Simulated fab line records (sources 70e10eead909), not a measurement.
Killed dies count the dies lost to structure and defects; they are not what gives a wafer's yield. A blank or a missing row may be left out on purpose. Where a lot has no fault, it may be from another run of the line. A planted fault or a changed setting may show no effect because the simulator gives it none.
Which tool did it? / flow nand_harc / 13 lots with 39 wafers sampled at 5 steps, on a route of 1302 steps

## WHAT THE GAUGES SHOWED, per wafer
NHARC_A_SOURCE_PLATE_THK_MEAS_06: measures by ellipsometry. Usual: 200.7 nm for thk_nm, sd 2.1.
lot=L296; measured=day 8 07:11; on=film_metro-01; thk_nm (nm)=200.3 200.0 201.2; flag=
lot=L298; measured=day 9 00:33; on=film_metro-02; thk_nm (nm)=197.0 202.6 198.5; flag=
lot=L299; measured=day 9 13:50; on=film_metro-02; thk_nm (nm)=203.0 203.1 202.3; flag=
lot=L301; measured=day 10 06:05; on=film_metro-02; thk_nm (nm)=202.4 203.5 201.9; flag=
lot=L302; measured=day 10 23:34; on=film_metro-01; thk_nm (nm)=202.0 204.0 203.5; flag=
lot=L305; measured=day 11 14:46; on=film_metro-02; thk_nm (nm)=200.6 200.4 198.5; flag=
lot=L309; measured=day 13 17:47; on=film_metro-01; thk_nm (nm)=202.3 202.1 198.1; flag=
lot=L310; measured=day 13 17:47; on=film_metro-02; thk_nm (nm)=201.3 201.1 203.9; flag=
lot=L311; measured=day 14 11:55; on=film_metro-01; thk_nm (nm)=201.4 201.5 202.1; flag=
lot=L314; measured=day 16 01:48; on=film_metro-02; thk_nm (nm)=197.9 197.1 197.5; flag=
lot=L315; measured=day 16 06:38; on=film_metro-02; thk_nm (nm)=200.5 199.6 199.2; flag=
lot=L317; measured=day 16 20:59; on=film_metro-01; thk_nm (nm)=205.6 202.6 203.9; flag=
lot=L318; measured=day 17 04:40; on=film_metro-01; thk_nm (nm)=199.3 202.2 198.3; flag=

NHARC_A_ONON_D1_INSPECT_32. Usual: 76 for raw_defect_count, sd 26.
lot=L296; measured=day 8 21:56; on=defect_inspect-01; raw_defect_count=79 68 95; flag=
lot=L298; measured=day 9 13:50; on=defect_inspect-02; raw_defect_count=75 94 98; flag=
lot=L299; measured=day 10 06:09; on=defect_inspect-01; raw_defect_count=105 90 66; flag=
lot=L301; measured=day 10 22:47; on=defect_inspect-02; raw_defect_count=42 81 80; flag=
lot=L302; measured=day 11 13:04; on=defect_inspect-02; raw_defect_count=101 97 72; flag=
lot=L305; measured=day 12 04:14; on=defect_inspect-02; raw_defect_count=63 81 84; flag=
lot=L309; measured=day 14 07:17; on=defect_inspect-01; raw_defect_count=68 77 85; flag=
lot=L310; measured=day 14 07:17; on=defect_inspect-02; raw_defect_count=68 51 57; flag=
lot=L311; measured=day 15 01:25; on=defect_inspect-02; raw_defect_count=51 37 57; flag=
lot=L314; measured=day 16 15:22; on=defect_inspect-02; raw_defect_count=60 86 83; flag=
lot=L315; measured=day 16 23:11; on=defect_inspect-02; raw_defect_count=51 150 65; flag=
lot=L317; measured=day 17 14:55; on=defect_inspect-02; raw_defect_count=30 66 42; flag=
lot=L318; measured=day 17 14:54; on=defect_inspect-01; raw_defect_count=69 83 106; flag=

NHARC_END_SORT_01. Usual: killed_at_array 59, standard deviation 20; killed_at_other 0.8, standard deviation 1; killed_at_periphery 3.2, standard deviation 2.1; killed_dies 63, standard deviation 21; killed_open 3.0, standard deviation 1.9; killed_short 2.3, standard deviation 1.5.
lot=L301; measured=day 27 13:29; on=prober-01; killed_at_array=59 68 74; killed_at_other=0 0 0; killed_at_periphery=2 1 3; killed_dies=61 69 77; killed_open=3 1 3; killed_short=2 1 4; flag=
lot=L309; measured=day 30 06:14; on=prober-01; killed_at_array=671 672 668; killed_at_other=0 0 0; killed_at_periphery=6 5 9; killed_dies=677 677 677; killed_open=9 3 5; killed_short=2 2 4; flag=OFF
lot=L310; measured=day 30 14:04; on=prober-01; killed_at_array=673 675 675; killed_at_other=0 0 0; killed_at_periphery=4 2 2; killed_dies=677 677 677; killed_open=4 3 4; killed_short=2 2 0; flag=OFF

## WHICH TOOL RAN EACH LOT (tool, then ch and the chambers of the sampled wafers, then the start)
lot=L296; NHARC_A_ZERO_WELL_ETCH_19=rie_diel-05 ch 1,2, day 7 09:10; NHARC_A_ONON_D1_DEP_19=pecvd_onon-04 ch 0, day 8 19:10
lot=L298; NHARC_A_ZERO_WELL_ETCH_19=rie_diel-05 ch 0,1,3, day 8 01:20; NHARC_A_ONON_D1_DEP_19=pecvd_onon-03 ch 0, day 9 11:15
lot=L299; NHARC_A_ZERO_WELL_ETCH_19=rie_diel-11 ch 0,3, day 8 14:45; NHARC_A_ONON_D1_DEP_19=pecvd_onon-04 ch 0, day 10 03:24
lot=L301; NHARC_A_ZERO_WELL_ETCH_19=rie_diel-11 ch 0,3, day 9 08:04; NHARC_A_ONON_D1_DEP_19=pecvd_onon-04 ch 0, day 10 19:53
lot=L302; NHARC_A_ZERO_WELL_ETCH_19=rie_diel-11 ch 0,1, day 10 00:53; NHARC_A_ONON_D1_DEP_19=pecvd_onon-03 ch 0, day 11 10:17
lot=L305; NHARC_A_ZERO_WELL_ETCH_19=rie_diel-11 ch 0,3, day 10 17:32; NHARC_A_ONON_D1_DEP_19=pecvd_onon-04 ch 0, day 12 01:36
lot=L309; NHARC_A_ZERO_WELL_ETCH_19=rie_diel-11 ch 0,1, day 12 18:01; NHARC_A_ONON_D1_DEP_19=pecvd_onon-02, day 14 04:35
lot=L310; NHARC_A_ZERO_WELL_ETCH_19=rie_diel-05 ch 0,2,3, day 12 18:58; NHARC_A_ONON_D1_DEP_19=pecvd_onon-03, day 14 04:35
lot=L311; NHARC_A_ZERO_WELL_ETCH_19=rie_diel-11 ch 0,1,2, day 13 13:22; NHARC_A_ONON_D1_DEP_19=pecvd_onon-02 ch 0, day 14 22:47
lot=L314; NHARC_A_ZERO_WELL_ETCH_19=rie_diel-11 ch 0,1,3, day 15 02:38; NHARC_A_ONON_D1_DEP_19=pecvd_onon-03 ch 0, day 16 12:35
lot=L315; NHARC_A_ZERO_WELL_ETCH_19=rie_diel-05 ch 0,1, day 15 09:10; NHARC_A_ONON_D1_DEP_19=pecvd_onon-02 ch 0, day 16 20:29
lot=L317; NHARC_A_ZERO_WELL_ETCH_19=rie_diel-03 ch 0,2,3, day 15 23:06; NHARC_A_ONON_D1_DEP_19=pecvd_onon-03 ch 0, day 17 12:09
lot=L318; NHARC_A_ZERO_WELL_ETCH_19=rie_diel-11 ch 0,1,2, day 16 07:10; NHARC_A_ONON_D1_DEP_19=pecvd_onon-04 ch 0, day 17 12:13
- NHARC_A_ZERO_WELL_ETCH_19: etches the open film in N2/H2, target depth 80 nm, overetch 24 nm, time 87.88 s.
- NHARC_A_ONON_D1_DEP_19: target thk 1000 nm.

## WHAT THE TOOLS THEMSELVES READ (means of the sampled wafers that have a number; where no wafer has one, the mark that the record gives instead)
NHARC_A_ZERO_WELL_ETCH_19. Usual: chamber_pressure_mTorr 29.998 mTorr, standard deviation 0.027; drypump_motor_current_A 5.8 A, standard deviation 0.42; oes_product_au 1.000 a.u., standard deviation 0.009; rf_vpp_V 429.8 V, standard deviation 1.8; showerhead_plenum_p_Torr 2.01 Torr, standard deviation 0.058; throttle_valve_pct 14.171 %, standard deviation 0.0094.
lot=L296; tool=rie_diel-05; chamber_pressure_mTorr (mTorr)=29.995; drypump_motor_current_A (A)=5.7; oes_product_au (a.u.)=0.992; rf_vpp_V (V)=431.3; showerhead_plenum_p_Torr (Torr)=2.09; throttle_valve_pct (%)=14.163; flag=
lot=L298; tool=rie_diel-05; chamber_pressure_mTorr (mTorr)=30.006; drypump_motor_current_A (A)=5.3; oes_product_au (a.u.)=1.010; rf_vpp_V (V)=431.8; showerhead_plenum_p_Torr (Torr)=2.05; throttle_valve_pct (%)=14.164; flag=
lot=L299; tool=rie_diel-11; chamber_pressure_mTorr (mTorr)=30.007; drypump_motor_current_A (A)=6.2; oes_product_au (a.u.)=1.000; rf_vpp_V (V)=429.1; showerhead_plenum_p_Torr (Torr)=1.99; throttle_valve_pct (%)=14.172; flag=
lot=L301; tool=rie_diel-11; chamber_pressure_mTorr (mTorr)=29.993; drypump_motor_current_A (A)=6.3; oes_product_au (a.u.)=1.004; rf_vpp_V (V)=429.9; showerhead_plenum_p_Torr (Torr)=1.99; throttle_valve_pct (%)=14.173; flag=
lot=L302; tool=rie_diel-11; chamber_pressure_mTorr (mTorr)=30.006; drypump_motor_current_A (A)=6.1; oes_product_au (a.u.)=0.997; rf_vpp_V (V)=430.0; showerhead_plenum_p_Torr (Torr)=1.99; throttle_valve_pct (%)=14.180; flag=
lot=L305; tool=rie_diel-11; chamber_pressure_mTorr (mTorr)=29.981; drypump_motor_current_A (A)=6.3; oes_product_au (a.u.)=1.009; rf_vpp_V (V)=429.7; showerhead_plenum_p_Torr (Torr)=2.01; throttle_valve_pct (%)=14.170; flag=
lot=L309; tool=rie_diel-11; chamber_pressure_mTorr (mTorr)=30.007; drypump_motor_current_A (A)=6.0; oes_product_au (a.u.)=0.995; rf_vpp_V (V)=428.6; showerhead_plenum_p_Torr (Torr)=1.99; throttle_valve_pct (%)=14.169; flag=
lot=L310; tool=rie_diel-05; chamber_pressure_mTorr (mTorr)=29.983; drypump_motor_current_A (A)=5.4; oes_product_au (a.u.)=0.994; rf_vpp_V (V)=429.2; showerhead_plenum_p_Torr (Torr)=2.01; throttle_valve_pct (%)=14.170; flag=
lot=L311; tool=rie_diel-11; chamber_pressure_mTorr (mTorr)=29.993; drypump_motor_current_A (A)=6.1; oes_product_au (a.u.)=1.007; rf_vpp_V (V)=429.7; showerhead_plenum_p_Torr (Torr)=1.99; throttle_valve_pct (%)=14.169; flag=
lot=L314; tool=rie_diel-11; chamber_pressure_mTorr (mTorr)=29.988; drypump_motor_current_A (A)=6.1; oes_product_au (a.u.)=1.001; rf_vpp_V (V)=429.3; showerhead_plenum_p_Torr (Torr)=2.00; throttle_valve_pct (%)=14.175; flag=
lot=L315; tool=rie_diel-05; chamber_pressure_mTorr (mTorr)=30.042; drypump_motor_current_A (A)=5.5; oes_product_au (a.u.)=0.997; rf_vpp_V (V)=430.7; showerhead_plenum_p_Torr (Torr)=2.05; throttle_valve_pct (%)=14.177; flag=
lot=L317; tool=rie_diel-03; chamber_pressure_mTorr (mTorr)=30.012; drypump_motor_current_A (A)=5.6; oes_product_au (a.u.)=0.993; rf_vpp_V (V)=430.1; showerhead_plenum_p_Torr (Torr)=2.02; throttle_valve_pct (%)=14.168; flag=
lot=L318; tool=rie_diel-11; chamber_pressure_mTorr (mTorr)=30.008; drypump_motor_current_A (A)=6.0; oes_product_au (a.u.)=0.982; rf_vpp_V (V)=428.2; showerhead_plenum_p_Torr (Torr)=1.99; throttle_valve_pct (%)=14.170; flag=

NHARC_A_ONON_D1_DEP_19. Usual: n2_flow_sccm 2751 sccm, standard deviation 8.2; n2o_flow_sccm 2002 sccm, standard deviation 6.
lot=L296; tool=pecvd_onon-04; n2_flow_sccm (sccm)=2751; n2o_flow_sccm (sccm)=1999; flag=
lot=L298; tool=pecvd_onon-03; n2_flow_sccm (sccm)=2749; n2o_flow_sccm (sccm)=2007; flag=
lot=L299; tool=pecvd_onon-04; n2_flow_sccm (sccm)=2750; n2o_flow_sccm (sccm)=2004; flag=
lot=L301; tool=pecvd_onon-04; n2_flow_sccm (sccm)=2750; n2o_flow_sccm (sccm)=2002; flag=
lot=L302; tool=pecvd_onon-03; n2_flow_sccm (sccm)=2753; n2o_flow_sccm (sccm)=2005; flag=
lot=L305; tool=pecvd_onon-04; n2_flow_sccm (sccm)=2756; n2o_flow_sccm (sccm)=1999; flag=
lot=L309; tool=pecvd_onon-02; n2_flow_sccm (sccm)=-; n2o_flow_sccm (sccm)=-; flag=OFF
lot=L310; tool=pecvd_onon-03; n2_flow_sccm (sccm)=-; n2o_flow_sccm (sccm)=-; flag=OFF
lot=L311; tool=pecvd_onon-02; n2_flow_sccm (sccm)=2754; n2o_flow_sccm (sccm)=2008; flag=
lot=L314; tool=pecvd_onon-03; n2_flow_sccm (sccm)=2743; n2o_flow_sccm (sccm)=2002; flag=
lot=L315; tool=pecvd_onon-02; n2_flow_sccm (sccm)=2745; n2o_flow_sccm (sccm)=2004; flag=
lot=L317; tool=pecvd_onon-03; n2_flow_sccm (sccm)=2748; n2o_flow_sccm (sccm)=2005; flag=
lot=L318; tool=pecvd_onon-04; n2_flow_sccm (sccm)=2745; n2o_flow_sccm (sccm)=1992; flag=

## THE ANSWER, worked out from the rows above alone
Rule: a lot counts as off when the mean over its wafers that have a number is more than 3 standard deviations away from the usual mean. A lot without any number at a reading at which 4 lots or more have one is off too. Where the step has rows for the other lots, those lots are counted as sound. After the gauges, taken in route order, come the tools' own readings; for these a lot's mean is taken, as printed above. At the first step where some lot is off, the reading lying furthest off is the one used; lots without a number count as furthest.
Off: L309, L310, at NHARC_END_SORT_01 (killed_at_array). Neither off nor sound, because the step has no rows for them: L296, L298, L299, L302, L305, L311, L314, L315, L317, L318.
If a tool, at a process step before that reading, ran all the lots that are off and no sound lot after the first of them, it fits. Not tried: the gauges at NHARC_END_SORT_01; whatever is off there is also off at NHARC_A_ONON_D1_DEP_19, on other tools, and gauge error can't account for it. Of those tried, none fits.

## WHAT THE SIMULATOR PUT IN
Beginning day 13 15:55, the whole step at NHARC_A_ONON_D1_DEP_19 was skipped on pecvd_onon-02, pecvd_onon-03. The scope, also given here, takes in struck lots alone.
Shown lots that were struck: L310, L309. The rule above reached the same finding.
